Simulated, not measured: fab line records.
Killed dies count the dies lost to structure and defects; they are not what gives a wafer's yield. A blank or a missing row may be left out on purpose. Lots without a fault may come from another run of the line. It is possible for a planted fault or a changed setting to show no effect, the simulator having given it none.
Chamber matching ; flow nand harc ; rie diel-02 running NHARC_A_WL_FILL_STRIP_29: 4 sister chambers
The step strips in O2, time 20 s. 4 wafers are shown with their chamber, then 7 later ones without.

EACH WAFER AND ITS CHAMBER
wafer;chamber;showerhead plenum p Torr (Torr)
L084.2;1;3.30
L084.4;0;3.57
L081.1;2;3.52
L081.3;3;3.74

WAFERS WITH NO CHAMBER GIVEN
wafer;showerhead plenum p Torr (Torr)
L081.6;3.30
L086.1;3.30
L086.3;3.57
L086.5;3.30
L085.1;3.51
L085.2;3.30
L085.4;3.57

WHICH CHAMBER EACH ONE RAN IN
wafer;from the rows above;in truth
L081.6;1;1
L086.1;1;1
L086.3;0;0
L086.5;1;1
L085.1;2;2
L085.2;1;1
L085.4;0;0
Correctly placed: 7 of 7. Can't be placed from these rows: 0. Placed wrongly: 0.
How it was worked out, from the rows above alone: a wafer's distance from a chamber is the root of the sum, over the readings, of the square of ((its reading less the chamber's mean) divided by the reading's scatter). If the next closest chamber is less than 2 further off than the closest, the wafer can't be placed; otherwise it belongs to the closest. A chamber's mean is the mean of its shown wafers. The scatter: with one shown wafer a chamber, the root of the mean of the squares of how far each hidden wafer lies from its nearest shown one.
